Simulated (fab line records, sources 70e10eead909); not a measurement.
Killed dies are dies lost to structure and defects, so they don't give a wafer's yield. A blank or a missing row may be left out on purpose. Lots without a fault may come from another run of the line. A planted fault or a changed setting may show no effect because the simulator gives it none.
fab line records | flow nand_harc
record lots=13 wafers=39 last_day=33
route steps=1302 shown P_M0@273 P_M1@293 END@1302
lots that met no fault: from a run of the same line without faults
start_h: hours from the record's first day to the start of the lot's first wafer shown | wait_h: hours since the lot's step before | " the same as in the row above | L1.1+2: a row that stands for several wafers | - no value, or no start given | * or withheld: withheld | < > ~ a bound
route shown NAME@n: a module of which the file shows steps, and the number in the route of the first | usual: mean/standard deviation of fault-free wafers | same: alike in all rows | chamber/n: place in a boat | sites: the reading at each site | _std_site: their standard deviation | _edge_site: outer sites' mean less inner sites' | radius_mm: how far each site lies from the wafer's centre | mask NAME#n: copy n | behind: the tool/chamber that last shaped the wafer | hold: why the lot was held/for how many hours/how that ended | device: the transistor (n, p or np) that didn't switch | end of line: the same wafers' tests at the end of the route | a step without rows: its recipe alone | killed: dies lost to structure and defects at the first sort, not the wafer's yield | map: a wafer's dies, x killed, . not, _ none there
set.NAME: the setting as run; set.NAME@STEP: as run at that earlier step | model.NAME: the simulator's own value behind a step, which no gauge read
steps of the route over a sample of lots; a table a step, a row a wafer
services: from which hour (start_h, from the record's first day; less than 0 if before it) a tool's chamber was out of use, for how many hours, and why
## steps
# step NHARC_P_M0_PRE_CLEAN_29
# recipe time_s=30 temp_c=280 gas=H2/He
# usual heater_power_w=412/29
# columns lot.wafer tool chamber start_h wait_h heater_power_w
L894.4 pvd_sputter-02 - - - 435
L894.5 " - " " 400
L894.6 " - " " 466
L896.4 pvd_sputter-01 - - - 426
L896.2 " - " " 364
L896.6 " - " " 418
L897.4 pvd_sputter-03 - - - 435
L897.1 " - " " 404
L897.6 " - " " 435
L899.2 pvd_sputter-02 - - - 413
L899.4 " - " " 474
L899.6 " - " " 395
L900.2 pvd_sputter-02 - - - 429
L900.6 " - " " 474
L900.5 " - " " 430
L901.1 pvd_sputter-03 - - - 415
L901.6 " - " " 389
L901.5 " - " " 412
L906.1 pvd_sputter-02 - - - 433
L906.6 " - " " 420
L906.5 " - " " 418
L908.2 pvd_sputter-03 - - - 389
L908.4 " - " " 408
L908.6 " - " " 384
L911.3 pvd_sputter-02 - - - 434
L911.4 " - " " 408
L911.2 " - " " 466
L912.4 pvd_sputter-03 - - - 426
L912.6 " - " " 393
L912.5 " - " " 393
L914.1 pvd_sputter-01 - - - 430
L914.4 " - " " 456
L914.5 " - " " 430
L916.1 pvd_sputter-01 - - - 426
L916.3 " - " " 400
L916.6 " - " " 457
L917.2 pvd_sputter-02 - - - 398
L917.4 " - " " 465
L917.5 " - " " 432
# step NHARC_P_M1_PEB_07
# recipe peb_temp_c=100 peb_time_s=65
# columns lot.wafer tool chamber start_h wait_h
L894.4+5+6 litho_track-04 0 124.46 0.0
L896.2+4+6 litho_track-04 0 143.81 0.1
L897.1+4+6 litho_track-06 0 156.97 0.1
L899.2+4+6 litho_track-04 0 173.35 0.1
L900.2+5+6 litho_track-04 0 186.37 0.1
L901.1+5+6 litho_track-06 0 199.36 0.1
L906.1+5+6 litho_track-01 0 242.62 0.1
L908.2+4+6 litho_track-04 0 272.69 0.1
L911.2+3+4 litho_track-04 0 295.89 0.1
L912.4+5+6 litho_track-01 0 315.44 0.0
L914.1+4+5 litho_track-01 0 325.71 0.1
L916.1+3+6 litho_track-06 0 344.78 0.1
L917.2+4+5 litho_track-04 0 356.30 0.1
# step NHARC_P_M1_CD_MEAS_09
# recipe target_cd_nm=130 landing_energy_ev=500
# usual cd_nm=130.0/0.67
# columns lot.wafer tool chamber start_h wait_h cd_nm
L894.4 cd_sem-01 0 124.54 - 131.0
L894.5 " 0 " " 129.5
L894.6 " 0 " " 129.9
L896.2 cd_sem-02 0 143.89 - 130.9
L896.4 " 0 " " 130.9
L896.6 " 0 " " 131.3
L897.1 cd_sem-01 0 157.05 - 130.1
L897.4 " 0 " " 129.7
L897.6 " 0 " " 130.7
L899.2 cd_sem-03 0 173.43 - 130.1
L899.4 " 0 " " 130.2
L899.6 " 0 " " 130.3
L900.2 cd_sem-01 0 186.45 - 129.6
L900.5 " 0 " " 130.1
L900.6 " 0 " " 129.4
L901.1 cd_sem-01 0 199.44 - 129.3
L901.5 " 0 " " 128.9
L901.6 " 0 " " 130.0
L906.1 cd_sem-03 0 242.70 - 129.2
L906.5 " 0 " " 129.6
L906.6 " 0 " " 129.4
L908.2 cd_sem-03 0 272.77 - 131.0
L908.4 " 0 " " 130.8
L908.6 " 0 " " 130.1
L911.2 cd_sem-02 0 295.97 - 136.3
L911.3 " 0 " " 136.9
L911.4 " 0 " " 130.8
L912.4 cd_sem-01 0 315.52 - 129.6
L912.5 " 0 " " 129.7
L912.6 " 0 " " 129.0
L914.1 cd_sem-02 0 325.79 - 129.1
L914.4 " 0 " " 130.1
L914.5 " 0 " " 129.6
L916.1 cd_sem-02 0 344.85 - 128.7
L916.3 " 0 " " 128.9
L916.6 " 0 " " 128.4
L917.2 cd_sem-02 0 356.38 - 130.0
L917.4 " 0 " " 130.9
L917.5 " 0 " " 131.5
# step NHARC_P_M1_OVL_MEAS_10
# recipe pitch_nm=260
# usual overlay_x_nm=-0.2/0.78 overlay_y_nm=-0.2/0.85
# columns lot.wafer tool chamber start_h wait_h overlay_x_nm overlay_y_nm
L894.4 overlay-01 - 124.62 - -1.5 1.2
L894.5 " - " " -1.4 1.3
L894.6 " - " " -0.7 1.2
L896.2 overlay-01 - 143.97 - 0.5 -0.5
L896.4 " - " " 0.5 -0.9
L896.6 " - " " -0.1 -0.8
L897.1 overlay-02 - 157.14 - -0.6 -1.1
L897.4 " - " " -0.9 -1.0
L897.6 " - " " -0.3 -0.9
L899.2 overlay-02 - 173.51 - -1.6 -1.3
L899.4 " - " " -2.0 -1.7
L899.6 " - " " -2.2 -1.6
L900.2 overlay-01 - 186.54 - 0.1 -0.2
L900.5 " - " " 0.0 -0.9
L900.6 " - " " 0.3 0.0
L901.1 overlay-02 - 199.52 - -1.0 1.6
L901.5 " - " " -0.1 1.5
L901.6 " - " " -0.7 1.6
L906.1 overlay-01 - 242.79 - 0.7 0.9
L906.5 " - " " 0.5 0.5
L906.6 " - " " 0.7 0.7
L908.2 overlay-02 - 272.86 - 0.0 -0.7
L908.4 " - " " -0.1 -0.2
L908.6 " - " " 0.5 -0.2
L911.2 overlay-02 - 296.05 - 0.0 -0.7
L911.3 " - " " -0.5 -0.4
L911.4 " - " " -0.8 -0.4
L912.4 overlay-01 - 315.60 - 1.3 -0.5
L912.5 " - " " 1.0 0.0
L912.6 " - " " 0.7 0.1
L914.1 overlay-01 - 325.88 - -0.4 0.5
L914.4 " - " " 0.8 0.5
L914.5 " - " " 0.1 -0.2
L916.1 overlay-02 - 344.94 - -0.6 0.3
L916.3 " - " " -1.0 0.0
L916.6 " - " " -0.5 0.3
L917.2 overlay-01 - 356.47 - -1.2 -0.7
L917.4 " - " " -1.2 0.0
L917.5 " - " " -1.4 -0.2
# step NHARC_P_M1_INSPECT_11
# usual raw_defect_count=4.5/2.7
# columns lot.wafer tool chamber start_h wait_h raw_defect_count
L894.4 defect_inspect-01 - 124.66 0.0 13
L894.5 " - " " 8
L894.6 " - " " 10
L896.2 defect_inspect-02 - 144.01 0.0 2
L896.4 " - " " 3
L896.6 " - " " 0
L897.1 defect_inspect-02 - 157.17 0.0 6
L897.4 " - " " 0
L897.6 " - " " 5
L899.2 defect_inspect-01 - 173.55 0.0 2
L899.4 " - " " 2
L899.6 " - " " 3
L900.2 defect_inspect-02 - 186.58 0.0 5
L900.5 " - " " 9
L900.6 " - " " 2
L901.1 defect_inspect-02 - 199.56 0.0 2
L901.5 " - " " 2
L901.6 " - " " 4
L906.1 defect_inspect-01 - 242.83 0.0 3
L906.5 " - " " 3
L906.6 " - " " 4
L908.2 defect_inspect-01 - 272.89 0.0 2
L908.4 " - " " 5
L908.6 " - " " 4
L911.2 defect_inspect-02 - 296.09 0.0 5
L911.3 " - " " 7
L911.4 " - " " 7
L912.4 defect_inspect-01 - 315.64 0.0 8
L912.5 " - " " 7
L912.6 " - " " 8
L914.1 defect_inspect-02 - 325.92 0.0 8
L914.4 " - " " 7
L914.5 " - " " 4
L916.1 defect_inspect-02 - 344.98 0.0 1
L916.3 " - " " 2
L916.6 " - " " 3
L917.2 defect_inspect-01 - 356.51 0.0 3
L917.4 " - " " 1
L917.5 " - " " 4
# step NHARC_END_SORT_01
# recipe temp_c=25
# usual defect_limited_yield=91/3 killed_at_array=55/20 killed_at_other=1.2/1.3 killed_at_periphery=4.0/3 killed_dies=60/21 killed_open=3.2/1.9 killed_short=2.5/1.6
# same gross_dies=677
# columns lot.wafer tool chamber start_h wait_h defect_limited_yield[%] killed_at_array killed_at_other killed_at_periphery killed_dies killed_open killed_short
L908.2 prober-01 0 702.32 2.8 93 38 1 6 45 6 2
L908.4 prober-01 0 703.93 3.4 92 50 1 5 56 6 3
L908.6 prober-01 0 705.54 4.0 93 47 0 2 49 2 4
# killed by level:class
L908.2 A_CHANNEL_HOLE_D2:chamber_film_flake=17 A_CHANNEL_HOLE_D1:chamber_film_flake=9 A_SLIT:chamber_film_flake=3 A_CHANNEL_FILL_D2:chamber_film_flake=2 A_STAIRCASE:chamber_film_flake=2 P_CONTACT:geometric_particle:open=1 P_CONTACT:geometric_particle:short=1 P_M0:geometric_particle:open=1
L908.4 A_CHANNEL_HOLE_D2:chamber_film_flake=15 A_CHANNEL_HOLE_D1:chamber_film_flake=9 A_CONTACT:chamber_film_flake=7 A_SLIT:chamber_film_flake=6 A_DECK1_JOINT:geometric_particle:open=2 P_GATE:chamber_film_flake=2 A_CHANNEL_FILL_D2:chamber_film_flake=2 P_CONTACT:geometric_particle:open=1
L908.6 A_CHANNEL_HOLE_D2:chamber_film_flake=18 A_CONTACT:chamber_film_flake=8 A_CHANNEL_HOLE_D1:chamber_film_flake=7 A_STAIRCASE:chamber_film_flake=5 A_SLIT:chamber_film_flake=3 P_CONTACT:geometric_particle:open=1 P_M0:geometric_particle:short=1 A_ONON_D1:geometric_particle:short=1
## services
# columns tool chamber start_h hours kind
pvd_sputter-02 - 104.00 10.0 pm
pvd_sputter-02 - 124.33 2.5 repair
pvd_sputter-02 - 145.66 7.6 repair
litho_track-01 - 155.00 7.0 pm
pvd_sputter-03 - 170.02 10.0 pm
litho_track-01 - 175.40 - consumable_replace:filter
litho_track-06 - 179.00 7.0 pm
litho_track-04 - 203.00 7.0 pm
pvd_sputter-01 - 226.02 10.0 pm
pvd_sputter-02 - 282.00 10.0 pm
pvd_sputter-01 - 294.92 2.3 repair
pvd_sputter-02 - 308.60 27.5 repair
litho_track-01 - 330.00 7.0 pm
pvd_sputter-03 - 348.02 10.0 pm
litho_track-06 - 354.00 7.0 pm
## key
first_sign step=NHARC_P_M1_CD_MEAS_09 reading=cd_nm direction=up sigmas=9.7 usual=130.0 struck=136.6
effect none on later readings
met_at NHARC_P_M1_PEB_07
struck_lots L911
struck_wafers L911.2,L911.3
not_acting_at NHARC_P_M0_PRE_CLEAN_29,NHARC_P_M1_OVL_MEAS_10,NHARC_P_M1_INSPECT_11
onset_between 272.69 295.89
fault kind=process_parameter_drift tool=litho_track-04 chamber=- onset_h=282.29 steps=NHARC_P_M1_PEB_07 channel=peb_time_s offset=* shape=step end_h=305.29 scope=struck_wafers_only acts_in=* stated=*
